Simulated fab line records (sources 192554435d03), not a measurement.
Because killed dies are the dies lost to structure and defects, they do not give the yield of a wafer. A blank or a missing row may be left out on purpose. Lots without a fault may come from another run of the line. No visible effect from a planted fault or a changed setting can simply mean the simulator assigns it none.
Which of the tools did it?	flow n5Finfet	8 lots with 24 wafers sampled at 5 steps, on a route of 1938 steps

## WHAT THE GAUGES READ, wafer by wafer
N5_BEOL_M4_RC_MEAS_101.
lot	measured	on	DIBL_N (mV/V)
L689	day 9 07:28	prober-01	35.3 35.0 35.2
L690	day 9 20:53	prober-02	36.1 35.3 35.4
L691	day 10 11:20	prober-01	35.2 36.0 36.5
L692	day 10 15:41	prober-02	35.2 35.0 36.8
L699	day 11 22:54	prober-01	36.7 37.5 35.5
L700	day 12 23:49	prober-02	36.5 36.1 35.8
L703	day 13 05:14	prober-02	38.8 38.5 36.1
L705	day 14 07:29	prober-02	38.7 37.4 36.1

## TOOL THAT RAN EACH LOT (tool first, then ch and the chambers of the sampled wafers, then the start)
lot	N5_BEOL_M0_SAQP_MANDREL1_REMOVE_100	N5_BEOL_M0_SAQP_MANDREL2_REMOVE_110	N5_BEOL_M0_SAQP_ETCH_88	N5_BEOL_M0_SAQP_ETCH_49
L689	rieSi-04 ch 1,2,3, day 7 00:59	rieSi-02 ch 0,1,3, day 7 02:47	rieDiel-04 ch 1,2,3, day 7 03:23	rieDiel-03 ch 1,3, day 7 04:10
L690	rieSi-05 ch 0,2,3, day 7 09:13	rieSi-04 ch 2,3, day 7 10:58	rieDiel-05 ch 0,1,2, day 7 11:33	rieDiel-04 ch 1,2, day 7 12:26
L691	rieSi-02 ch 1,3, day 7 11:10	rieSi-02 ch 0,1, day 7 13:07	rieDiel-04 ch 0,1,3, day 7 13:49	rieDiel-05 ch 0,2,3, day 7 14:40
L692	rieSi-02 ch 0,1, day 7 20:29	rieSi-05 ch 0,2,3, day 7 22:14	rieDiel-04 ch 0,1,3, day 7 23:01	rieDiel-05 ch 0,2, day 8 00:01
L699	rieSi-04 ch 0,1,2, day 9 12:53	rieSi-04 ch 1,2,3, day 9 14:39	rieDiel-04 ch 0,1,3, day 9 15:21	rieDiel-04 ch 0,1,2, day 9 16:08
L700	rieSi-02 ch 1,2,3, day 9 15:13	rieSi-05 ch 0,1,3, day 9 17:25	rieDiel-05 ch 0,1,2, day 9 17:59	rieDiel-03 ch 0,1,2, day 9 18:47
L703	rieSi-02 ch 1,2,3, day 10 10:28	rieSi-02 ch 0,1,3, day 10 12:21	rieDiel-05 ch 0,1,3, day 10 13:03	rieDiel-03 ch 0,1,3, day 10 14:06
L705	rieSi-04 ch 2,3, day 11 12:11	rieSi-05 ch 2,3, day 11 14:53	rieDiel-04 ch 1,2,3, day 11 15:28	rieDiel-04 ch 1,2, day 11 16:19
- N5_BEOL_M0_SAQP_MANDREL1_REMOVE_100: chemistry HBr/Cl2/O2, target a-Si, stops on SiNx, bt time 10 s.
- N5_BEOL_M0_SAQP_MANDREL2_REMOVE_110: chemistry HBr/Cl2/O2, target a-Si, stops on SiCN, bt time 10 s.
- N5_BEOL_M0_SAQP_ETCH_88: etches underlayer in N2/H2, target depth 6.5 nm, time 5.2 s.
- N5_BEOL_M0_SAQP_ETCH_49: etches SiO2 in CF4/O2, target depth 37 nm.

## THE ANSWER, worked out from the rows above alone
Rule: the lots themselves supply what counts as usual. Put in order of their means at a reading, lots are off if they are a third of the lots or fewer, leave a main group of 4 or more, and stand apart from it by a gap of 3 or more times the standard deviation of the main group's means; of several such gaps the widest counts. If all means in a main group match to the digits the tables above print for the reading, that group is not used. A lot without any number at a reading at which 4 lots or more have one is off too. Where the step has rows for the other lots, those lots are counted as sound.
No lot is off on any of the readings shown, so nothing can be concluded from this.

## WHAT THE SIMULATOR PUT IN
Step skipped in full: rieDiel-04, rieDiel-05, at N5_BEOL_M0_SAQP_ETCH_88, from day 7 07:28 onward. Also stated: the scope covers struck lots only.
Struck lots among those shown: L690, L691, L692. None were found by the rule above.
